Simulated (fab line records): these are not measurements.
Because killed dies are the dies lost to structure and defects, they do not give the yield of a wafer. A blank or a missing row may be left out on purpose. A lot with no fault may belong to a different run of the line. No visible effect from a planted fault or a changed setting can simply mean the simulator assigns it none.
Which tool is to blame?	flow n5_finfet	9 lots, 26 wafers sampled, at 6 steps of a route of 1938

WHAT THE GAUGES SHOWED, per wafer
N5_SD_EPI_P_EPI_MEAS_23. Usual: thk_nm reads 61.0 nm (standard deviation 1.3).
lot	measured	on	thk_nm (nm)	flag
L205	day 3 21:26	film_metro-01	63.2 61.1 63.2	
L207	day 4 12:44	film_metro-02	63.0 60.6 61.6	
L208	day 4 14:22	film_metro-01	61.5 59.2 60.2	
L209	day 4 22:17	film_metro-01	62.1 60.4 61.4	
L210	day 5 01:51	film_metro-02	61.8 63.9 60.3	
L215	day 6 19:48	film_metro-02	60.5 62.2	
L221	day 7 22:55	film_metro-01	61.6 63.4 63.3	
L223	day 8 09:39	film_metro-01	60.4 59.7 60.8	
L224	day 8 17:11	film_metro-01	62.2 61.5 61.3	

N5_ILD0_INSPECT_06: inspects for defects (darkfield). Usual: raw_defect_count reads 38 (standard deviation 17).
lot	measured	on	raw_defect_count	flag
L205	day 4 04:43	defect_inspect-01	42 43 28	
L207	day 4 19:58	defect_inspect-01	21 11 22	
L208	day 4 22:17	defect_inspect-02	26 45 37	
L209	day 5 06:04	defect_inspect-01	41 42 31	
L210	day 5 09:22	defect_inspect-02	48 26 43	
L215	day 7 03:00	defect_inspect-02	44 91	
L221	day 8 06:48	defect_inspect-02	820 63 69	OFF
L223	day 8 17:26	defect_inspect-01	53 40 22	
L224	day 9 00:33	defect_inspect-01	13 28 26	

N5_BEOL_M4_RC_MEAS_101. Usual: DIBL_N 36.5 mV/V, standard deviation 1.4; DIBL_P 36.6 mV/V, standard deviation 1.9; IOFF_N 0.167 nA/um, standard deviation 0.029; IOFF_P 0.21 nA/um, standard deviation 0.033; ION_N 674 uA/um, standard deviation 12; ION_P 460 uA/um, standard deviation 8.9; SS_N 71.6 mV/dec, standard deviation 0.57; SS_P 73.4 mV/dec, standard deviation 0.61; VT_N 249 mV, standard deviation 3.3; VT_P -250 mV, standard deviation 3.3.
lot	measured	on	DIBL_N (mV/V)	DIBL_P (mV/V)	IOFF_N (nA/um)	IOFF_P (nA/um)	ION_N (uA/um)	ION_P (uA/um)	SS_N (mV/dec)	SS_P (mV/dec)	VT_N (mV)	VT_P (mV)	flag
L205	day 8 10:22	prober-02	36.0 34.5 38.5	36.0 33.9 39.2	0.160 0.134 0.214	0.20 0.18 0.26	664 657 674	454 450 459	71.5 71.3 72.6	73.9 73.7 74.7	250 252 244	-252 -256 -247	
L207	day 9 03:16	prober-02	36.6 35.1 37.3	35.3 33.9 36.3	0.158 0.135 0.173	0.23 0.21 0.25	678 662 677	467 462 470	71.5 70.4 71.1	73.4 73.0 73.6	250 252 250	-248 -248 -244	
L208	day 9 04:07	prober-01	35.8 35.5 37.0	34.7 34.8 36.7	0.145 0.150 0.172	0.19 0.20 0.23	660 681 667	451 465 460	71.2 71.0 70.9	73.5 73.2 73.8	249 250 248	-251 -249 -248	
L209	day 9 12:04	prober-01	37.1 35.5 35.7	38.5 35.8 36.4	0.212 0.180 0.170	0.25 0.21 0.21	682 694 678	468 470 462	72.3 72.4 72.6	73.9 72.8 73.1	246 246 248	-248 -249 -249	
L210	day 9 18:33	prober-01	36.1 34.1 37.8	36.2 34.4 38.3	0.176 0.137 0.221	0.26 0.23 0.30	697 680 711	483 475 487	71.6 70.8 72.2	73.3 73.2 74.0	245 249 242	-244 -244 -242	
L215	day 11 02:14	prober-02	38.6 37.4	40.1 36.5	0.216 0.170	0.23 0.17	691 667	465 449	72.2 72.1	74.6 73.5	244 249	-252 -255	
L221	day 13 01:41	prober-01	37.9 39.4 38.6	38.4 41.1 38.5	0.174 0.228 0.181	0.24 0.29 0.23	668 703 658	462 481 452	72.1 71.8 71.8	73.4 74.9 73.6	248 245 250	-251 -247 -251	
L223	day 13 01:34	prober-02	36.3 35.6 35.4	36.5 36.2 35.1	0.160 0.138 0.140	0.20 0.20 0.19	671 660 673	456 451 459	72.0 71.5 70.9	74.1 73.5 74.4	248 254 252	-253 -255 -253	
L224	day 13 07:11	prober-02	34.0 36.4 36.2	34.6 37.1 37.3	0.139 0.179 0.174	0.20 0.24 0.25	679 669 674	465 466 467	71.0 72.0 71.8	72.8 73.6 73.0	250 247 248	-249 -243 -245	

EACH LOT AND THE TOOL THAT RAN IT (in order: tool; ch and the chambers of the sampled wafers; start)
lot	N5_ILD0_ALD_15	N5_ILD0_CMP_12	N5_SDB_ETCH_17
L205	ald_sin-04 ch 1,2, day 4 02:11	cmp-04 ch 0,1,2, day 4 04:28	rie_diel-05 ch 1,3, day 4 05:12
L207	ald_sin-04 ch 2,3, day 4 17:27	cmp-04 ch 0,1, day 4 19:39	rie_diel-06 ch 1,2,3, day 4 20:35
L208	ald_sin-04 ch 0,1, day 4 19:45	cmp-03 ch 0,1, day 4 21:57	rie_diel-02 ch 0,3, day 4 22:53
L209	ald_sin-04 ch 0,1,2, day 5 03:32	cmp-01 ch 0,2, day 5 05:44	rie_diel-05 ch 0,2,3, day 5 06:32
L210	ald_sin-04 ch 0,1, day 5 06:50	cmp-04 ch 1,2, day 5 09:05	rie_diel-06 ch 0,1,2, day 5 09:58
L215	ald_sin-02 ch 0,1, day 7 00:29	cmp-03 ch 1,2, day 7 02:43	rie_diel-05 ch 1,2, day 7 03:41
L221	ald_sin-02 ch 0,1,2, day 8 04:17	cmp-03 ch 1,2,3, day 8 06:35	rie_diel-06 ch 0,1,3, day 8 07:30
L223	ald_sin-04 ch 2,3, day 8 14:53	cmp-01 ch 0,2,3, day 8 17:11	rie_diel-05 ch 0,2, day 8 17:55
L224	ald_sin-04 ch 0,1,3, day 8 22:01	cmp-01 ch 0,1,3, day 9 00:14	rie_diel-05 ch 1,2,3, day 9 01:02
- N5_ILD0_ALD_15: deposits SiNx, target thk 24 nm, pulse time 1 s, ald cycles 480.
- N5_ILD0_CMP_12: polishes SiNx, stops on poly-Si, t overpolish 6 s, target thk 17.67 nm.
- N5_SDB_ETCH_17: etches SiARC in CF4, target depth 23.4 nm, time 39 s.

AS READ BY THE TOOLS THEMSELVES (means over the sampled wafers that have a number; for cases with no such wafer, the mark the record gives instead)
N5_ILD0_ALD_15. Usual: chamber_pressure_Torr 1.999 Torr, standard deviation 0.004; heater_power_outer_w 479 W, standard deviation 68; heater_power_w 803 W, standard deviation 110; precursor_pulse_height_rel 0.999, standard deviation 0.021.
lot	tool	chamber_pressure_Torr (Torr)	heater_power_outer_w (W)	heater_power_w (W)	precursor_pulse_height_rel	flag
L205	ald_sin-04	2.003	468	849	1.016	
L207	ald_sin-04	2.003	434	737	0.978	
L208	ald_sin-04	2.000	506	822	0.988	
L209	ald_sin-04	1.995	507	877	0.985	
L210	ald_sin-04	1.998	504	825	0.970	
L215	ald_sin-02	1.997	480	786	1.015	
L221	ald_sin-02	1.999	496	823	0.990	
L223	ald_sin-04	2.002	457	821	0.988	
L224	ald_sin-04	1.999	483	800	0.985	

N5_ILD0_CMP_12. Usual: motor_current_A 9.0 A, standard deviation 0.8; overpolish_run_s 6.000 s, standard deviation 0.0088; slurry_flow_ml_min 150.0, standard deviation 0.49; time_to_endpoint_s 29 s, standard deviation 3.3.
lot	tool	motor_current_A (A)	overpolish_run_s (s)	slurry_flow_ml_min	time_to_endpoint_s (s)	flag
L205	cmp-04	8.7	6.001	149.8	26	
L207	cmp-04	9.3	5.996	150.0	30	
L208	cmp-03	9.6	5.997	150.3	26	
L209	cmp-01	8.2	5.999	149.8	30	
L210	cmp-04	8.4	5.995	149.3	28	
L215	cmp-03	9.4	6.002	150.6	24	
L221	cmp-03	9.6	6.007	150.4	27	
L223	cmp-01	9.0	6.004	150.0	33	
L224	cmp-01	9.0	5.997	150.3	34	

N5_SDB_ETCH_17. Usual: drypump_motor_current_A 5.5 A, standard deviation 0.52; etch_rf_on_time_s 39.3 s, standard deviation 1.1; oes_product_au 0.67 a.u., standard deviation 0.078; rf_vpp_V 184.2 V, standard deviation 1.2; showerhead_plenum_p_Torr 2.15 Torr, standard deviation 0.065; throttle_valve_pct 15.5 %, standard deviation 0.3.
lot	tool	drypump_motor_current_A (A)	etch_rf_on_time_s (s)	oes_product_au (a.u.)	rf_vpp_V (V)	showerhead_plenum_p_Torr (Torr)	throttle_valve_pct (%)	flag
L205	rie_diel-05	5.0	39.0	0.60	183.7	2.12	15.5	
L207	rie_diel-06	6.1	39.1	0.61	184.3	2.13	15.9	
L208	rie_diel-02	5.7	37.2	0.74	184.0	2.12	15.2	
L209	rie_diel-05	5.4	40.3	0.66	183.7	2.12	15.4	
L210	rie_diel-06	5.5	38.9	0.67	183.7	2.15	15.7	
L215	rie_diel-05	5.2	39.0	0.77	183.2	2.13	15.2	
L221	rie_diel-06	5.6	39.1	0.64	184.4	2.20	15.6	
L223	rie_diel-05	5.3	40.7	0.66	183.2	2.10	15.4	
L224	rie_diel-05	5.3	39.6	0.68	184.0	2.13	15.4	

THE ANSWER, worked out from the rows above alone
Rule: a lot counts as off when the mean over its wafers that have a number is more than 3 standard deviations away from the usual mean. A lot without any number at a reading at which 4 lots or more have one is off too. All remaining lots with rows at the step are treated as sound. The gauges are gone through in route order, then the tools' own readings, and for those a lot's mean is taken as printed above. At the first step where some lot is off, the reading lying furthest off is the one used; lots without a number count as furthest.
Off: L221 (N5_ILD0_INSPECT_06, raw_defect_count).
A tool fits if, at a process step before that reading, it ran every lot that is off, and no sound lot after the first of them. Gauges at N5_ILD0_INSPECT_06: tried the same way as those tools. Can't be told from this: 3 tools fit, ald_sin-02 at N5_ILD0_ALD_15, cmp-03 at N5_ILD0_CMP_12, defect_inspect-02 at N5_ILD0_INSPECT_06.

WHAT THE SIMULATOR PUT IN
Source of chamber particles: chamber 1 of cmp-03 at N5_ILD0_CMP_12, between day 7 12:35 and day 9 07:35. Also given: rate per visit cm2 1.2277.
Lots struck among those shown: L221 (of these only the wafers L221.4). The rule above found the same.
